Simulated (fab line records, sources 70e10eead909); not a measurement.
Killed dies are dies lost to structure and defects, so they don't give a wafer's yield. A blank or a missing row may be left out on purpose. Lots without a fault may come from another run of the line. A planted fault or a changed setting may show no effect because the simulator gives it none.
Problem report in the 8D (eight disciplines) form, filled by code | flow nand_harc | the parts of the form that need people (team, actions taken, sign-off) are left out

1. THE PROBLEM
cd_nm at NHARC_A_M1_CD_MEAS_09 reads a mean of 124.2 nm on 4 wafers of 2 lots; wafers without a fault read 119.9 nm with a standard deviation of 0.52. That is +8.2 standard deviations from the usual mean.
The step: target cd 120 nm.
First seen on wafer L220.3, day 30 00:22, on cd_sem-01. The record holds 36 wafers of 12 lots with a number at this step. Rule for "out", or "out of limits": more than 4 standard deviations from the usual mean. The other wafers with a number count as sound.

2. WHAT IT IS AND WHAT IT IS NOT
question                    | is                             | is not
which readings at this step | cd_nm                          | -
which lots                  | L220, L222                     | L205, L208, L209, L211, L213, L216, L223, L224, L226, L227
which wafers of those lots  | L220.3, L220.6, L222.3, L222.6 | L220.1, L222.4
read on which gauges        | cd_sem-01, cd_sem-02           | cd_sem-03
when                        | from day 30 00:22              | up to then (19 sound wafers); but 13 sound wafers of L222, L223, L224, L226, L227 came after

3. SUSPECTS, AND WHAT RULES EACH OUT
Counting: a tool at a process step up to the reading stays a suspect if it ran every lot that is out. Sound lots after the first of them don't rule it out here, since some wafers of a struck lot are sound.
- the gauge at NHARC_A_M1_CD_MEAS_09: ruled out. The wafers that are out were read on 2 gauges (cd_sem-01, cd_sem-02).
- litho_track-04 at NHARC_A_M1_PEB_07 (peb time 65 s): kept. It ran every lot that is out, first L220 (day 30 00:17); its last sound lot up to then is L216 (day 27 12:46).
Left after counting: litho_track-04 at NHARC_A_M1_PEB_07.

4. THE CAUSE (what the simulator had put in)
Process parameter drift: litho_track-04, from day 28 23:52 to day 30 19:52, at NHARC_A_M1_PEB_07. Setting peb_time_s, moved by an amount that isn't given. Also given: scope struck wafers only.
Counting left only this tool.

5. THE CHAIN OF EFFECTS, in route order
Each row: a reading whose mean over the struck wafers that have a number lies more than 3 standard deviations from the usual. Only readings for which the record gives a usual standard deviation are gone through. hours: the time from each lot's start at the first step in this table that gives one to its start at this step, as a median over the lots. sigmas: the change in usual standard deviations.
hours | step                  | reading | usual    | on struck wafers | change | sigmas
0     | NHARC_A_M1_CD_MEAS_09 | cd_nm   | 119.9 nm | 124.2            | +4.3   | +8.2
Later measuring or inspecting steps at which every struck wafer that the step has a row for has a number for every such reading, and none has moved that far: NHARC_A_M1_OVL_MEAS_10, NHARC_END_SORT_01.

6. WHAT WOULD HAVE CAUGHT IT SOONER
In this record the first reading out of limits at a measuring or inspecting step was taken at day 30 00:22, 24 hours after the fault began at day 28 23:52.
Of the lots that are out (2), L222 began NHARC_A_M1_PEB_07 on litho_track-04 after day 30 00:22. A hold on the tool at that time would have spared it.
